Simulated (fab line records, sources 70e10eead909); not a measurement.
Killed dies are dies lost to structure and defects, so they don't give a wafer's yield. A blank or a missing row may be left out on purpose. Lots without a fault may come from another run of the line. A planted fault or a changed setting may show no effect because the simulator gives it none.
A struck lot beside a sound one | flow nand_harc | 16 steps out of a route of 1302
Sound: wafers L584.2, L584.5, L584.6. Struck: wafer L595.1. (L595.4 of the same lot was not struck and is left out.) The cause comes at the end.
At each step with rows: each side's tool, then ch and its chambers, then its first start. Under that, the readings that differ: sound wafers | struck wafers | difference of the means | sigmas: that difference in standard deviations of wafers without a fault.
alike: readings whose means differ by less than 2 such deviations, and words and numbers that are the same on both sides. not compared: withheld readings, readings that some wafer has no value for, bounds like >300 that may hide the same value, and numbers for which the record gives no deviation and whose values overlap.
The two part at a step that has a row with sigmas, a row that says differs or no value, or rows on one side only. Numbers that don't overlap but have no deviation are shown without sigmas and don't part them. A reading that every wafer of one side lacks parts them only if that side has two wafers or more.

NHARC_A_DECK1_JOINT_INSPECT_05:
  sound on defect_inspect-01, day 14 09:14; struck on defect_inspect-01, day 19 06:02
  alike: raw_defect_count
then, 1 step without rows for these wafers: NHARC_A_ONON_D2_DEP_00 (target thk 1000 nm).
NHARC_A_ONON_D2_THK_MEAS_02: measures by ellipsometry.
  sound on film_metro-02, day 14 09:49; struck on film_metro-01, day 19 06:37
  alike: thk_nm
then, 1 step without rows for these wafers: NHARC_A_ONON_D2_DEP_03 (target thk 1000 nm).
NHARC_A_ONON_D2_THK_MEAS_05: measures by ellipsometry.
  sound on film_metro-01, day 14 10:23; struck on film_metro-01, day 19 07:11
  alike: thk_nm
then, 1 step without rows for these wafers: NHARC_A_ONON_D2_DEP_06 (target thk 1000 nm).
NHARC_A_ONON_D2_THK_MEAS_08: measures by ellipsometry.
  sound on film_metro-01, day 14 10:58; struck on film_metro-01, day 19 07:45
  alike: thk_nm
then, 1 step without rows for these wafers: NHARC_A_ONON_D2_DEP_09 (target thk 1000 nm).
NHARC_A_ONON_D2_THK_MEAS_11: measures by ellipsometry.
  sound on film_metro-01, day 14 11:42; struck on film_metro-01, day 19 08:19
  alike: thk_nm
then, 1 step without rows for these wafers: NHARC_A_ONON_D2_DEP_12 (target thk 1000 nm).
NHARC_A_ONON_D2_THK_MEAS_14: measures by ellipsometry.
  sound on film_metro-02, day 14 12:16; struck on film_metro-01, day 19 08:53
  alike: thk_nm
then, 1 step without rows for these wafers: NHARC_A_ONON_D2_ANNEAL_15 (time 3600 s).
NHARC_A_ONON_D2_DEP_16: target thk 1000 nm.
  sound on pecvd_onon-01 ch 0, day 14 16:28; struck on pecvd_onon-04 ch 0, day 19 17:39
  alike: susceptor_temp_C
NHARC_A_ONON_D2_THK_MEAS_18: measures by ellipsometry.
  sound on film_metro-01, day 14 16:55; struck on film_metro-01, day 19 18:09
  reading     | sound       | struck | difference | sigmas
  thk_nm (nm) | 996 996 996 | 1537   | +541       | +54
then, 1 step without rows for these wafers: NHARC_A_ONON_D2_DEP_19 (target thk 1000 nm).
-- the record jumps here: 11 days lie between the struck wafers' starts before and after (it left off in module A_ONON_D2 and takes up again in module END, whose first step shown is number 1302 of the route) --
NHARC_END_SORT_01:
  the record has rows for the struck wafers here (prober-02 ch 0, day 31 01:38) and none for the sound ones

WHERE THEY PART
First at NHARC_A_ONON_D2_THK_MEAS_18; last, within this record, at NHARC_END_SORT_01.

WHY: what the simulator had put in
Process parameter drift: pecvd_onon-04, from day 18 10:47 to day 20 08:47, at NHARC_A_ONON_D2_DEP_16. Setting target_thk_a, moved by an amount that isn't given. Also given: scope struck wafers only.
